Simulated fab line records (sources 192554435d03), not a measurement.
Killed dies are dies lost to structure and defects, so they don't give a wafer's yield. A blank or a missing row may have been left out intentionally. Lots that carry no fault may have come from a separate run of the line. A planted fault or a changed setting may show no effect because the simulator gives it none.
Chamber matching ; flow n5_finfet ; N5_DUMMY_GATE_ETCH_36 on rie_diel-02 has 4 sister chambers
The step etches SiARC in CF4, target depth 13 nm. 24 wafers are shown with their chamber, then 12 later ones without.

## WAFERS PAIRED WITH THEIR CHAMBERS
wafer;chamber;drypump_motor_current_A (A);showerhead_plenum_p_Torr (Torr);throttle_valve_pct (%)
L075.1;2;6.6;2.20;15.50
L075.4;0;5.1;2.13;15.83
L075.5;0;5.1;2.13;15.84
L077.1;2;6.6;2.20;15.52
L077.2;0;5.1;2.13;15.85
L077.4;2;6.6;2.20;15.52
L079.1;0;5.1;2.13;15.85
L079.3;2;6.6;2.20;15.53
L079.5;2;6.6;2.20;15.52
L082.2;0;5.1;2.12;15.86
L082.3;3;6.6;2.27;15.37
L082.6;3;6.6;2.27;15.38
L083.3;0;5.1;2.12;15.89
L083.4;1;5.4;2.17;15.19
L083.5;0;5.1;2.12;15.87
L085.2;2;6.6;2.20;15.05
L085.5;1;5.4;2.17;15.19
L085.6;0;5.2;2.12;15.87
L086.1;2;6.6;2.20;15.04
L086.2;3;6.6;2.27;15.39
L086.5;3;6.6;2.27;15.41
L090.1;0;5.1;2.12;15.90
L090.2;1;5.4;2.17;15.21
L090.6;2;6.6;2.19;15.06

SIGNATURES, as means of the wafers listed above
reading;chamber 0;chamber 1;chamber 2;chamber 3;scatter within a chamber
drypump_motor_current_A;5.111;5.400;6.600;6.600;0.0211
showerhead_plenum_p_Torr;2.1244;2.1700;2.1987;2.2700;0.00394
throttle_valve_pct;15.8622;15.1967;15.3425;15.3875;0.144
Rule: for each reading, subtract the chamber's mean from the wafer's reading, divide by that reading's scatter and square the result; add these up over the readings and take the root, which gives the wafer's distance from the chamber. If the next closest chamber is less than 2 further off than the closest, the wafer can't be placed; otherwise it belongs to the closest. The scatter: the root of (the sum of the squares of (reading less its chamber's mean) over the shown wafers, divided by (wafers less chambers)).

## WAFERS WITHOUT THEIR CHAMBER
wafer;drypump_motor_current_A (A);showerhead_plenum_p_Torr (Torr);throttle_valve_pct (%)
L093.1;6.6;2.19;15.07
L093.3;6.6;2.26;15.42
L093.4;5.4;2.17;15.22
L095.2;5.1;2.12;15.92
L095.4;5.4;2.16;15.21
L095.5;5.1;2.12;15.91
L094.1;5.1;2.12;15.92
L094.3;5.4;2.16;15.20
L094.6;5.4;2.16;15.23
L097.1;5.1;2.12;15.93
L097.4;6.6;2.19;15.07
L097.6;6.6;2.26;15.42

## WHICH CHAMBER EACH ONE RAN IN
wafer;from the rows above;in truth
L093.1;2;2
L093.3;3;3
L093.4;1;1
L095.2;0;0
L095.4;1;1
L095.5;0;0
L094.1;0;0
L094.3;1;1
L094.6;1;1
L097.1;0;0
L097.4;2;2
L097.6;3;3
Correct placement for 12 of the 12. Not placeable from these rows: 0. Number placed wrongly: 0.
